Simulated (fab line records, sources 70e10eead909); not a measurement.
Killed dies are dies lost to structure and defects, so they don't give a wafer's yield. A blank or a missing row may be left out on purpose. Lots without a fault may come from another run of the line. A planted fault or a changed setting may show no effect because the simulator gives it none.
Chamber matching | flow nand_harc | NHARC_A_M0_DEP_32 on pecvd-02: 3 sister chambers
The step deposits SiCN, target thk 30 nm. 6 wafers are shown with their chamber, then 7 later ones without.

WAFERS WITH THEIR CHAMBER
wafer  | chamber | heater_power_w (W)
L086.2 | 0       | 539
L090.2 | 1       | 598
L090.5 | 0       | 582
L090.6 | 2       | 473
L088.1 | 2       | 479
L088.2 | 1       | 586

WAFERS WITHOUT THEIR CHAMBER
wafer  | heater_power_w (W)
L088.5 | 583
L094.1 | 496
L094.2 | 541
L094.3 | 571
L094.4 | 562
L094.5 | 574
L094.6 | 483

WHICH CHAMBER EACH WENT THROUGH
wafer  | from the rows above     | in truth
L088.5 | can't be placed: 1 or 0 | 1
L094.1 | 2                       | 2
L094.2 | can't be placed: 0 or 1 | 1
L094.3 | can't be placed: 0 or 1 | 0
L094.4 | can't be placed: 0 or 1 | 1
L094.5 | can't be placed: 0 or 1 | 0
L094.6 | 2                       | 2
Placed correctly: 2 of 7. Can't be placed from these rows: 5 (the true chamber is among the candidates in 5). Placed wrongly: 0.
How it was worked out, from the rows above alone: a wafer's distance from a chamber is the root of the sum, over the readings, of the square of ((its reading less the chamber's mean) divided by the reading's scatter). The wafer belongs to the nearest chamber; if the next one is less than 2 further off, it can't be placed. A chamber's mean is the mean of its shown wafers. The scatter: the root of (the sum of the squares of (reading less its chamber's mean) over the shown wafers, divided by (wafers less chambers)).
